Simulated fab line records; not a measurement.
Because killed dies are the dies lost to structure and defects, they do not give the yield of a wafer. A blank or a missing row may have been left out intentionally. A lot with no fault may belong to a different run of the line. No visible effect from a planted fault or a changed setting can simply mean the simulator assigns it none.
fab line records	flow n5_finfet
[record] lots = 4	wafers = 12	last_day = 18
route steps=1938 shown BEOL_M4@1103 BEOL_M5@1112 PASSIVATION@1936
lots that met no fault: from a run of the same line without faults
start_h: the number of hours between the record's first day and the start of the first shown wafer of the lot	wait_h: hours from the lot's prior step to this one	" unchanged from the row above	L1.1+2: one row covering several wafers at once	- no value, or no start given	* or withheld: withheld	< > ~ a bound
route shown NAME@n: names a module that has steps shown in the file, with the first one's number in the route	usual: average and standard deviation across the fault-free wafers	same: alike in all rows	chamber/n: place in a boat	sites: readings site by site	_std_site: standard deviation across them	_edge_site: outer sites' mean less inner sites'	radius_mm: for every site, how far away it sits from the centre of the wafer	mask NAME#n: copy n	behind: the last tool/chamber to shape the wafer	hold: reason for holding the lot/hours on hold/outcome of the hold	device: the transistor (n, p or np) that didn't switch	end of line: tests run on the same wafers once the route is complete	for a step that has no rows: nothing shown but its recipe	killed: the dies lost at the first sort to structure and to defects; this is not the yield of the wafer	map: per-die view of a wafer (x killed, . not killed, _ where there is no die)
set.NAME: setting as actually run; set.NAME@STEP: the setting as run at that earlier step	model.NAME: the simulator's own value behind a step, which no gauge read
a table for each step, a row for each wafer; lots at some steps of the route
services: when a tool's chamber went out of use (start_h, in hours from the record's first day, below 0 if earlier), for how many hours, and the reason
[[steps]]
[step N5_BEOL_M4_CMP_52]
[recipe] stop_on = SiOC	t_overpolish_s = 6.8	down_force_psi = 1	platen_rpm = 50	clearing_platen_down_force_psi = 1.5	clearing_platen_rpm = 50	post_cmp_clean = cu_alkaline	target_thk_nm = 40	clearing_platen_pad_velocity_m_s = 0.99484	pad_velocity_m_s = 0.99484
[step N5_BEOL_M4_PRE_CLEAN_60]
[recipe] gas = NH3/H2	time_s = 15	temp_c = *	rf_power_w = 300
[step N5_BEOL_M4_CO_CAP_55]
[recipe] material = Co	target_thk_a = 20	temp_c = 200	precursor = CCTBA/H2	pressure_torr = 30	time_s = 102.1
[step N5_BEOL_M4_PRE_CLEAN_56]
[recipe] gas = NH3	time_s = 15	temp_c = withheld	rf_power_w = 300
[step N5_BEOL_M4_DEP_57]
[recipe] material = SiCN	target_thk_a = 80	temp_c = withheld	precursor = 3MS/NH3	pressure_torr = 3	rf_w = 202	time_s = 14
[step N5_BEOL_M5_ILD_DEP_00]
[recipe] material = SiCOH_lowk	target_thk_a = 1406.4	temp_c = 300	precursor = DEMS/porogen	pressure_torr = 5	rf_w = 500	time_s = 25.9
[step N5_BEOL_M5_CURE_79]
[recipe] temp_c = 385	time_s = 240	ambient = He/Ar	material = SiCOH_lowk
[step N5_BEOL_M5_PECVD_70]
[recipe] material = SiO2	target_thk_a = 160	temp_c = 400	precursor = TEOS/O2	pressure_torr = 5.5	rf_w = 450	teos_flow_sccm = 53.8	gas = O2	flow_sccm = 3000	time_s = 18
[usual] heater_power_outer_w = 478/81	heater_power_w = 796/130	showerhead_plenum_p_Torr = 8.81/0.049	susceptor_temp_C = 400.00/0.21	throttle_valve_pct = 22.5/1.5
lot.wafer	tool	chamber	start_h	wait_h	heater_power_outer_w	heater_power_w	showerhead_plenum_p_Torr	susceptor_temp_C	throttle_valve_pct	model.SiO2_of_BEOL_M5_PECVD_70.thk_nm
L193.1	pecvd-01	1	196.85	0.0	345	589	8.75	399.90	22.6	15.8
L193.4	"	2	"	"	454	824	8.78	400.24	21.4	16
L193.6	"	1	"	"	352	594	8.79	399.57	22.5	16.2
L206.3	pecvd-01	0	289.79	0.0	487	718	8.76	400.29	23.7	16.6
L206.5	"	0	"	"	482	734	8.77	399.81	23.5	16.8
L206.6	"	1	"	"	455	764	8.77	432.02	22.6	13
L210.2	pecvd-02	2	301.52	0.0	599	908	8.84	399.72	20.1	16.2
L210.3	"	1	"	"	464	804	8.79	399.71	23.0	16
L210.6	"	1	"	"	459	820	8.80	400.18	23.1	16.2
L212.1	pecvd-01	1	318.80	0.0	420	710	8.77	432.51	22.8	12.6
L212.2	"	0	"	"	440	676	8.75	400.27	23.6	16.2
L212.5	"	1	"	"	427	702	8.78	432.09	22.7	13
[step N5_BEOL_M5_HM_DEP_02]
[recipe] material = TiN	target_thk_a = 200	temp_c = 25	chamber_pressure_pa = 0.49996
[step N5_BEOL_M5_COAT_59]
[recipe] resist = SOC	temp_c = 250	time_s = 60	spin_rpm = 1500	resist_thk_nm = 60
[step N5_BEOL_M5_COAT_60]
[recipe] resist = SiARC	temp_c = 220	time_s = 60	spin_rpm = 1500	resist_thk_nm = 12
[step N5_BEOL_M5_COAT_71]
[recipe] resist = underlayer	temp_c = 205	time_s = 60	spin_rpm = 1500	resist_thk_nm = 5
[step N5_BEOL_M5_COAT_05]
[recipe] resist = CAR-EUV	spin_rpm = 1500	resist_thk_nm = 30
[step N5_BEOL_M5_EBR_07]
[recipe] solvent = PGMEA	ebr_width_mm = 1.5
[step N5_BEOL_M5_SOFTBAKE_06]
[recipe] temp_c = 110	time_s = 60	resist = CAR-EUV
[step N5_BEOL_M5_EXPOSE_08]
[recipe] mask_id = M5	na = 0.33	source_shape = annular	sigma_inner = 0.4	sigma_outer = 0.8	polarization = unpolarized	target_cd_nm = 28	dose_mj = 35.75
[step N5_BEOL_M5_PEB_09]
[recipe] peb_temp_c = 100	peb_time_s = 60	resist = CAR-EUV
[step N5_BEOL_M5_DEVELOP_10]
[recipe] develop_time_s = 30	developer = TMAH	resist = CAR-EUV	rinse_liquid = surfactant_rinse	dry = air_spin	dev_temp_c = 23
[step N5_BEOL_M5_DESCUM_16]
[recipe] chemistry = O2	time_s = 7	source_power_w = 50	bias_power_w = 20	pressure_mtorr = 20	rf_frequency_hz = 2.712e+07	temp_c = 40	resist = CAR-EUV	o2_flow_sccm = 225
[step N5_BEOL_M5_ETCH_72]
[recipe] chemistry = N2/H2	target = underlayer	target_depth_a = 65	mask_material = CAR-EUV	time_s = 5.2	ion_energy_ev = 200	pressure_mtorr = 30	source_w = 840	bias_w = 150	n2_flow_sccm = 200	h2_flow_sccm = 200	ends = cleared
[step N5_BEOL_M5_ETCH_61]
[recipe] chemistry = CF4	target = SiARC	target_depth_a = 156	mask_material = CAR-EUV	time_s = 26	ion_energy_ev = 80	pressure_mtorr = 40	source_w = 545	bias_w = 36	Ar_flow_sccm = 100	cf4_flow_sccm = 100	ends = cleared
[step N5_BEOL_M5_ETCH_62]
[recipe] chemistry = N2/H2	target = SOC	target_depth_a = 750	overetch_a = 150	mask_material = SiARC	temp_c = 40	time_s = 112.5	ion_energy_ev = 200	pressure_mtorr = 30	source_w = 840	bias_w = 150	n2_flow_sccm = 200	h2_flow_sccm = 200
[step N5_BEOL_M5_STRIP_63]
[recipe] chemistry = N2/H2	temp_c = 40	n2_flow_sccm = 200	h2_flow_sccm = 200	rf_frequency_hz = 6e+07
[step N5_BEOL_M5_STRIP_73]
[recipe] chemistry = N2/H2	temp_c = 40	n2_flow_sccm = 200	h2_flow_sccm = 200	rf_frequency_hz = 6e+07
[step N5_BEOL_M5_STRIP_64]
[recipe] chemistry = CF4	resist = SiARC	power_w = 300	bias_power_w = 75	pressure_mtorr = 50	cf4_flow_sccm = 150	rf_frequency_hz = 6e+07
[step N5_BEOL_M5_HM_OPEN_17]
[recipe] chemistry = Cl2/BCl3	target_depth_a = 200	overetch_a = 60	target = TiN	mask_material = SOC	ion_energy_ev = 150	pressure_mtorr = 10	icp_w = 1000	bias_w = 126	Cl2_flow_sccm = 53.25	bcl3_flow_sccm = 21.75	Ar_flow_sccm = 25
[step N5_BEOL_M5_STRIP_19]
[recipe] chemistry = O2	power_w = 400	temp_c = 40	pressure_mtorr = 30	rf_frequency_hz = 6e+07	bias_power_w = 0	overash_fraction = 0.2	o2_flow_sccm = 225
[step N5_BEOL_M5_COAT_65]
[recipe] resist = SOC	temp_c = 250	time_s = 60	spin_rpm = 1500	resist_thk_nm = 60
[step N5_BEOL_M5_COAT_66]
[recipe] resist = SiARC	temp_c = 220	time_s = 60	spin_rpm = 1500	resist_thk_nm = 12
[step N5_BEOL_M5_COAT_74]
[recipe] resist = underlayer	temp_c = 205	time_s = 60	spin_rpm = 1500	resist_thk_nm = 5
[step N5_BEOL_M5_COAT_22]
[recipe] resist = CAR-EUV	spin_rpm = 1500	resist_thk_nm = 30
[step N5_BEOL_M5_EBR_24]
[recipe] solvent = PGMEA	ebr_width_mm = 1.5
[step N5_BEOL_M5_SOFTBAKE_23]
[recipe] temp_c = 110	time_s = 60	resist = CAR-EUV
[step N5_BEOL_M5_HM_STRIP_39]
[recipe] chemistry = peroxide_tin_strip	material = TiN	target_depth_a = 250	temp_c = 50	time_s = 158
lot.wafer	tool	chamber	start_h	wait_h	model.SiO2_of_BEOL_M5_PECVD_70.thk_nm
L193.1	wet_bench-06	1	202.38	0.0	15.6
L193.4	"	2	"	"	15.8
L193.6	"	6	"	"	16
L206.3	wet_bench-03	2	295.88	0.0	16.4
L206.5	"	7	"	"	16.6
L206.6	"	3	"	"	13
L210.2+6	wet_bench-03	7,4	306.70	0.0	16.2
L210.3	"	1	"	"	15.8
L212.1	wet_bench-06	4	324.55	0.0	12.4
L212.2	"	6	"	"	16
L212.5	"	5	"	"	12.8
[step N5_BEOL_M5_CMP_52]
[recipe] stop_on = SiCOH_lowk	t_overpolish_s = 6.9	down_force_psi = 1	platen_rpm = 50	clearing_platen_down_force_psi = 1.5	clearing_platen_rpm = 50	post_cmp_clean = cu_alkaline	target_thk_nm = 62	clearing_platen_pad_velocity_m_s = 0.99484	pad_velocity_m_s = 0.99484
[usual] barrier_field_endpoint_s = 24.8/0.93	motor_current_A = 6.1/0.73
lot.wafer	tool	chamber	start_h	wait_h	barrier_field_endpoint_s	motor_current_A
L193.4	cmp-02	3	208.91	0.1	24.1	6.0
L193.1	"	0	"	"	24.5	7.8
L193.6	"	0	"	"	25.3	8.1
L206.3	cmp-04	3	303.99	0.3	27.1	6.3
L206.6	"	0	"	"	22.2	6.1
L206.5	"	1	"	"	26.8	6.5
L210.3	cmp-02	2	314.32	0.2	24.6	5.2
L210.2	"	0	"	"	25.4	7.8
L210.6	"	2	"	"	25.3	5.1
L212.2	cmp-04	1	331.19	0.2	26.1	6.7
L212.1	"	3	"	"	21.8	6.4
L212.5	"	1	"	"	22.9	6.9
[step N5_PASSIVATION_PROBE_49]
[usual] defect_limited_yield = 91.2/1.5	killed_at_M0_to_M3 = 36/10	killed_at_M4_up = 14/5.2	killed_at_contacts = 12/6	killed_at_front_end = 37/10	killed_at_other = 4/3.3	killed_dies = 104/18	killed_open = 68/14	killed_short = 34/7.4	sort_bin_5_function = 5.2/1	sort_bin_6_memory = 3.3/0.7	sort_bin_8_speed = 0.01/0.045	sort_n_pass = 1076/18	sort_yield_pct = 91.2/1.5
[same] gross_dies = 1180	killed_at_back_side = 0	sort_bin_4_leakage[%] = 0
lot.wafer	tool	chamber	start_h	wait_h	defect_limited_yield[%]	killed_at_M0_to_M3	killed_at_M4_up	killed_at_contacts	killed_at_front_end	killed_at_other	killed_dies	killed_open	killed_short	sort_bin_5_function[%]	sort_bin_6_memory[%]	sort_bin_8_speed[%]	sort_n_pass	sort_yield_pct[%]
L212.1	prober-01	-	439.05	0.0	91.5	41	16	4	36	3	100	61	39	4.6	3.2	0	1080	91.5
L212.2	prober-01	-	439.10	0.1	92.2	24	8	7	44	9	92	49	38	5.1	2.4	0	1088	92.2
L212.5	prober-01	-	439.25	0.2	91.9	31	14	5	32	13	95	56	28	4.9	2.6	0	1085	91.9
// killed by level:class
L212.1 DUMMY_GATE:geometric_particle:open=9 BEOL_M3:geometric_particle:open=9 STI_FIN_REVEAL:geometric_particle:open=8 BEOL_M0_SAQP:geometric_particle:short=8 BEOL_M0_SAQP:geometric_particle:open=6 FIN_SAQP:geometric_particle:short=5 BEOL_M1:geometric_particle:open=5 BEOL_M3:geometric_particle:short=5
L212.2 FIN_SAQP:geometric_particle:short=12 BEOL_M3:geometric_particle:open=9 DUMMY_GATE:geometric_particle:open=7 MOL_CONTACT_COAG:geometric_particle:open=6 STI_FIN_REVEAL:geometric_particle:open=5 BEOL_M0_SAQP:geometric_particle:short=5 STARTING-WAFER:geometric_particle:short=5 PASSIVATION:area_etch=5
L212.5 DUMMY_GATE:geometric_particle:open=12 BEOL_M0_SAQP:geometric_particle:open=10 PASSIVATION:area_etch=10 BEOL_M3:geometric_particle:open=7 BEOL_M0_SAQP:geometric_particle:short=6 BEOL_M4:geometric_particle:open=5 STI_FIN_REVEAL:geometric_particle:open=4 FIN_SAQP:geometric_particle:short=3
[[services]]
tool	chamber	start_h	hours	kind
cmp-02	-	173.39	1.6	repair
cmp-04	-	177.98	9.0	pm
pecvd-02	-	189.15	0.8	pm
pecvd-01	-	194.92	1.3	repair
pecvd-02	2	202.38	-	clean
pecvd-02	2	202.38	-	consumable_replace:showerhead
pecvd-02	2	202.38	29.0	scheduled_down
pecvd-02	2	202.38	29.0	vent_cycle
pecvd-02	1	206.22	2.9	repair
cmp-02	-	216.81	1.2	repair
cmp-02	-	231.63	10.3	pm
cmp-02	-	259.41	4.0	pm
pecvd-02	-	270.32	28.1	pm
cmp-02	-	289.59	4.6	pm
pecvd-01	-	295.80	14.6	pm
pecvd-02	1	319.53	5.5	scheduled_down
cmp-02	-	321.72	0.3	repair
cmp-02	-	328.59	0.6	repair
[[key]]
[first_sign] step = N5_BEOL_M5_PECVD_70	reading = susceptor_temp_C	direction = up	sigmas = 99+	usual = *	struck = *
[effect] step = N5_BEOL_M5_CMP_52	reading = barrier_field_endpoint_s	direction = down	sigmas = 2.7	usual = 24.8	struck = 22.3
[model_effect] step = N5_BEOL_M5_PECVD_70	value = SiO2_of_BEOL_M5_PECVD_70.thk_nm	without = 16.33	struck = 12.87
[model_effect] step = N5_BEOL_M5_HM_STRIP_39	value = SiO2_of_BEOL_M5_PECVD_70.thk_nm	without = 16.13	struck = 12.73
met_at N5_BEOL_M5_PECVD_70
struck_wafers L206.6,L212.1,L212.5
[baseline_loss] step = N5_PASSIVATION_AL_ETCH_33	wafers = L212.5
onset_between 196.85 289.79
[fault] kind = process_parameter_drift	tool = pecvd-01	chamber = 1	onset_h = 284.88	steps = N5_BEOL_M5_PECVD_70	channel = temp_c	offset = *	shape = step	end_h = 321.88	acts_in = *	stated = *
// baseline_loss: these wafers lose ten dies or more at that step, a loss of the line's own and not of a fault; the sort's usual values leave them out
